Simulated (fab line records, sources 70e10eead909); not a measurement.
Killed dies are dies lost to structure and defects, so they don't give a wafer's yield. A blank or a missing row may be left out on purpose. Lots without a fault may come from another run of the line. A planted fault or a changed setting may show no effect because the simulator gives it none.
Chamber matching | flow nand_harc | NHARC_P_M2_CMP_23 on cmp-01: 4 sister chambers
The step polishes, t overpolish 20 s, target thk 144.3 nm. 8 wafers are shown with their chamber, then 8 later ones without.

WAFERS WITH THEIR CHAMBER
wafer  | chamber | motor_current_A (A) | time_to_endpoint_s (s)
L076.2 | 1       | 14.9                | 26
L081.2 | 2       | 13.0                | 31
L081.3 | 1       | 15.4                | 31
L081.6 | 0       | 13.8                | 31
L082.2 | 2       | 13.3                | 31
L082.3 | 0       | 13.1                | 34
L082.5 | 3       | 14.7                | 33
L085.2 | 3       | 14.1                | 31

WAFERS WITHOUT THEIR CHAMBER
wafer  | motor_current_A (A) | time_to_endpoint_s (s)
L085.5 | 14.5                | 33
L085.6 | 13.7                | 32
L086.1 | 13.5                | 35
L086.2 | 15.5                | 32
L086.6 | 12.9                | 31
L094.2 | 13.8                | 30
L094.5 | 13.9                | 30
L094.6 | 14.5                | 30

WHICH CHAMBER EACH WENT THROUGH
wafer  | from the rows above               | in truth
L085.5 | 3                                 | 3
L085.6 | can't be placed: 0 or 2 or 3      | 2
L086.1 | can't be placed: 0 or 2 or 3      | 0
L086.2 | can't be placed: 1 or 3           | 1
L086.6 | can't be placed: 2 or 0           | 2
L094.2 | can't be placed: 0 or 2 or 3      | 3
L094.5 | can't be placed: 3 or 0 or 2 or 1 | 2
L094.6 | can't be placed: 3 or 1           | 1
Placed correctly: 1 of 8. Can't be placed from these rows: 7 (the true chamber is among the candidates in 7). Placed wrongly: 0.
How it was worked out, from the rows above alone: a wafer's distance from a chamber is the root of the sum, over the readings, of the square of ((its reading less the chamber's mean) divided by the reading's scatter). The wafer belongs to the nearest chamber; if the next one is less than 2 further off, it can't be placed. A chamber's mean is the mean of its shown wafers. The scatter: the root of (the sum of the squares of (reading less its chamber's mean) over the shown wafers, divided by (wafers less chambers)).
